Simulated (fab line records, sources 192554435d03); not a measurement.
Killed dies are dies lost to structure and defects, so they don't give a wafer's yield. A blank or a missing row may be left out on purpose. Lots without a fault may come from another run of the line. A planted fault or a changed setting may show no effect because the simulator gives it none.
Which tool did it? | flow n5_finfet | 9 lots, 27 wafers sampled, at 6 steps of a route of 1938

WHAT THE GAUGES READ, wafer by wafer
N5_MOL_CONTACT_COAG_INSPECT_97: inspects for defects (darkfield).
lot  | measured     | on                | raw_defect_count
L801 | day 5 23:12  | defect_inspect-01 | 26 28 42
L810 | day 8 11:35  | defect_inspect-02 | 32 17 36
L815 | day 11 07:51 | defect_inspect-01 | 28 24 33
L817 | day 11 08:26 | defect_inspect-01 | 35 32 38
L818 | day 11 08:44 | defect_inspect-01 | 24 49 31
L822 | day 12 19:01 | defect_inspect-01 | 46 32 22
L821 | day 12 22:00 | defect_inspect-02 | 25 46 35
L820 | day 12 22:01 | defect_inspect-01 | 36 48 45
L823 | day 12 22:22 | defect_inspect-02 | 44 36 47

N5_BEOL_M4_RC_MEAS_101.
lot  | measured     | on        | DIBL_N (mV/V)  | DIBL_P (mV/V)  | IOFF_N (nA/um)    | IOFF_P (nA/um)    | ION_N (uA/um) | ION_P (uA/um) | SS_N (mV/dec)  | SS_P (mV/dec)  | VT_N (mV)         | VT_P (mV)
L801 | day 10 11:47 | prober-02 | 36.0 37.7 38.3 | 36.5 39.4 39.4 | 0.144 0.172 0.186 | 0.206 0.268 0.272 | 675 675 688   | 469 476 475   | 71.5 71.9 71.6 | 73.3 73.8 73.1 | 252.9 246.7 248.1 | -250 -247 -244
L810 | day 12 02:00 | prober-01 | 34.8 38.3 37.4 | 35.7 39.0 37.6 | 0.142 0.199 0.173 | 0.203 0.261 0.230 | 668 684 665   | 463 465 458   | 71.2 72.4 72.0 | 72.7 74.4 73.6 | 250.4 245.0 249.0 | -250 -247 -251
L815 | day 14 00:28 | prober-02 | 36.4 35.2 35.3 | 36.0 34.9 34.5 | 0.158 0.139 0.131 | 0.192 0.184 0.173 | 674 671 667   | 459 460 463   | 72.3 71.1 71.5 | 73.2 73.0 72.2 | 247.5 249.5 254.4 | -252 -252 -253
L817 | day 14 13:41 | prober-01 | 36.9 35.9 35.0 | 36.6 36.2 35.2 | 0.173 0.165 0.147 | 0.202 0.208 0.184 | 686 693 682   | 460 468 463   | 71.6 71.5 70.8 | 73.0 73.9 72.8 | 248.1 248.6 249.1 | -253 -250 -251
L818 | day 14 11:44 | prober-01 | 36.2 35.3 34.6 | 38.9 38.1 36.3 | 0.194 0.165 0.152 | 0.254 0.232 0.215 | 695 677 678   | 471 464 465   | 72.0 72.7 71.9 | 73.8 72.7 73.0 | 247.0 248.3 251.2 | -246 -248 -247
L822 | day 15 21:52 | prober-02 | 36.5 34.9 34.3 | 36.1 33.7 34.0 | 0.189 0.157 0.154 | 0.268 0.225 0.230 | 692 680 686   | 478 474 477   | 71.5 71.4 71.4 | 73.4 72.5 72.6 | 246.6 248.0 248.0 | -241 -245 -246
L821 | day 16 01:32 | prober-02 | 37.5 37.1 35.6 | 37.2 36.5 34.3 | 0.169 0.147 0.125 | 0.210 0.203 0.176 | 675 669 668   | 462 462 459   | 72.1 72.0 70.9 | 73.1 72.9 73.2 | 250.7 251.4 253.9 | -251 -249 -252
L820 | day 16 04:32 | prober-01 | 38.0 37.1 36.0 | 36.7 35.6 34.9 | 0.167 0.155 0.138 | 0.214 0.203 0.189 | 674 677 672   | 462 465 464   | 72.0 71.5 71.7 | 74.3 72.9 73.1 | 246.7 248.8 250.6 | -249 -250 -249
L823 | day 16 07:52 | prober-02 | 38.1 37.7 39.2 | 38.1 36.9 38.9 | 0.181 0.170 0.206 | 0.251 0.233 0.258 | 678 691 690   | 468 469 463   | 72.3 72.2 72.1 | 74.5 74.4 73.9 | 248.3 249.1 245.9 | -249 -247 -249

WHICH TOOL RAN EACH LOT (tool, then ch and the chambers of the sampled wafers, then the start)
lot  | N5_MOL_CONTACT_COAG_CVD_140   | N5_BEOL_M0_SAQP_PECVD_96        | N5_BEOL_M0_SAQP_PECVD_04        | N5_BEOL_M0_SAQP_MANDREL_ETCH_103
L801 | cvd_w-01 ch 0,1, day 5 19:31  | pecvd-03 ch 0,1, day 6 01:37    | pecvd-03 ch 0,1, day 6 01:42    | rie_si-03 ch 1,2, day 6 04:04
L810 | cvd_w-02 ch 0,1, day 8 07:55  | pecvd-03 ch 0,1,2, day 8 14:28  | pecvd-03 ch 0,1,2, day 8 14:33  | rie_si-05 ch 0,1,3, day 8 22:13
L815 | cvd_w-02 ch 0,1, day 10 06:28 | pecvd-03 ch 0,2, day 11 12:38   | pecvd-03 ch 0,2, day 11 12:44   | rie_si-05 ch 0,1, day 11 16:13
L817 | cvd_w-02 ch 0,1, day 10 16:41 | pecvd-04 ch 0,2, day 11 12:44   | pecvd-04 ch 0,2, day 11 12:50   | rie_si-03 ch 1,3, day 11 17:38
L818 | cvd_w-01 ch 0,1, day 10 20:43 | pecvd-03 ch 0,1,2, day 11 12:49 | pecvd-03 ch 0,1,2, day 11 12:55 | rie_si-06 ch 1,2, day 11 17:56
L822 | cvd_w-01 ch 0,1, day 12 15:18 | pecvd-04 ch 0,1,2, day 12 19:53 | pecvd-04 ch 0,1,2, day 12 19:58 | rie_si-05 ch 0,1,3, day 12 23:52
L821 | cvd_w-02 ch 0,1, day 12 15:41 | pecvd-04 ch 0,2, day 12 22:54   | pecvd-04 ch 0,2, day 12 22:59   | rie_si-03 ch 0,1,3, day 13 02:19
L820 | cvd_w-01 ch 0,1, day 12 15:48 | pecvd-03 ch 0,2, day 12 22:58   | pecvd-03 ch 0,2, day 12 23:02   | rie_si-05 ch 0,1,2, day 13 02:35
L823 | cvd_w-02 ch 0,1, day 12 16:07 | pecvd-02 ch 0,1,2, day 12 23:11 | pecvd-02 ch 0,1,2, day 12 23:17 | rie_si-03 ch 0,2,3, day 13 03:08
- N5_MOL_CONTACT_COAG_CVD_140: deposits W, target thk 66.5 nm, time 215 s.
- N5_BEOL_M0_SAQP_PECVD_96: deposits a-Si from SiH4/He, target thk 45 nm, time 45.2 s.
- N5_BEOL_M0_SAQP_PECVD_04: deposits a-Si from SiH4/He, target thk 60 nm, time 60.2 s.
- N5_BEOL_M0_SAQP_MANDREL_ETCH_103: etches a-Si in HBr/Cl2, stops on SiCN, target depth 45 nm, bt time 10 s, time 27 s.

WHAT THE TOOLS THEMSELVES READ (means of the sampled wafers that have a number; where no wafer has one, the mark that the record gives instead)
N5_MOL_CONTACT_COAG_CVD_140.
lot  | tool     | heater_power_w (W) | susceptor_temp_C (C)
L801 | cvd_w-01 | 455                | 300.13
L810 | cvd_w-02 | 556                | 299.95
L815 | cvd_w-02 | 556                | 300.09
L817 | cvd_w-02 | 559                | 299.85
L818 | cvd_w-01 | 453                | 300.06
L822 | cvd_w-01 | 451                | 300.16
L821 | cvd_w-02 | 563                | 300.07
L820 | cvd_w-01 | 457                | 299.96
L823 | cvd_w-02 | 568                | 299.81

N5_BEOL_M0_SAQP_PECVD_96.
lot  | tool     | heater_power_w (W) | run_length_s (s) | showerhead_plenum_p_Torr (Torr) | susceptor_temp_C (C) | throttle_valve_pct (%)
L801 | pecvd-03 | 734                | 81.9             | 5.63                            | 350.08               | 18.7
L810 | pecvd-03 | 654                | 87.2             | 5.63                            | 349.82               | 18.7
L815 | pecvd-03 | 659                | 81.5             | 5.64                            | 350.25               | 17.1
L817 | pecvd-04 | 623                | 81.5             | 5.76                            | 349.95               | 17.7
L818 | pecvd-03 | 684                | 81.5             | 5.63                            | 350.06               | 17.9
L822 | pecvd-04 | 638                | 81.4             | 5.75                            | 349.88               | 18.5
L821 | pecvd-04 | 624                | 81.8             | 5.76                            | 350.11               | 17.9
L820 | pecvd-03 | 665                | 81.4             | 5.63                            | 350.26               | 17.1
L823 | pecvd-02 | 561                | 81.0             | 5.70                            | 350.19               | 17.6

N5_BEOL_M0_SAQP_PECVD_04.
lot  | tool     | heater_power_w (W) | showerhead_plenum_p_Torr (Torr) | susceptor_temp_C (C) | throttle_valve_pct (%)
L801 | pecvd-03 | 654                | 5.63                            | 350.12               | 18.5
L810 | pecvd-03 | 670                | 5.63                            | 349.90               | 18.6
L815 | pecvd-03 | 608                | 5.64                            | 349.83               | 17.2
L817 | pecvd-04 | 593                | 5.76                            | 349.92               | 17.7
L818 | pecvd-03 | 645                | 5.63                            | 349.93               | 18.1
L822 | pecvd-04 | 588                | 5.74                            | 349.99               | 18.7
L821 | pecvd-04 | 559                | 5.76                            | 349.84               | 17.8
L820 | pecvd-03 | 683                | 5.63                            | 349.96               | 17.3
L823 | pecvd-02 | 569                | 5.69                            | 350.04               | 17.6

N5_BEOL_M0_SAQP_MANDREL_ETCH_103.
lot  | tool      | drypump_motor_current_A (A) | oes_product_au (a.u.) | throttle_valve_pct (%)
L801 | rie_si-03 | 6.4                         | 0.678                 | 35.4
L810 | rie_si-05 | 5.7                         | 0.716                 | 35.6
L815 | rie_si-05 | 5.2                         | 0.682                 | 35.8
L817 | rie_si-03 | 5.8                         | 0.686                 | 35.7
L818 | rie_si-06 | 5.6                         | 0.680                 | 35.3
L822 | rie_si-05 | 5.6                         | 0.670                 | 35.7
L821 | rie_si-03 | 5.4                         | 0.679                 | 35.7
L820 | rie_si-05 | 5.3                         | 0.671                 | 35.5
L823 | rie_si-03 | 5.5                         | 0.684                 | 35.5

THE ANSWER, worked out from the rows above alone
Rule: what is usual is taken from the lots themselves. Put in order of their means at a reading, lots are off if they are a third of the lots or fewer, leave a main group of 4 or more, and stand apart from it by a gap of 3 or more times the standard deviation of the main group's means; of several such gaps the widest counts. A main group whose means are all the same, to the digits that the tables above print for the reading, isn't used. A lot without any number at a reading at which 4 lots or more have one is off too. The other lots that the step has rows for count as sound. The gauges are gone through in route order, then the tools' own readings, and for those a lot's mean is taken as printed above. The first step at which some lot is off is used, and at that step the reading that is off furthest; a lot without a number counts as furthest.
Off: L810, at N5_BEOL_M0_SAQP_PECVD_96 (run_length_s). The main group: mean 81.5 s, standard deviation 0.25.
A tool fits if, at that step or a process step before it, it ran every lot that is off, and no sound lot after the first of them. None of those tried fits.

WHAT THE SIMULATOR HAD PUT IN
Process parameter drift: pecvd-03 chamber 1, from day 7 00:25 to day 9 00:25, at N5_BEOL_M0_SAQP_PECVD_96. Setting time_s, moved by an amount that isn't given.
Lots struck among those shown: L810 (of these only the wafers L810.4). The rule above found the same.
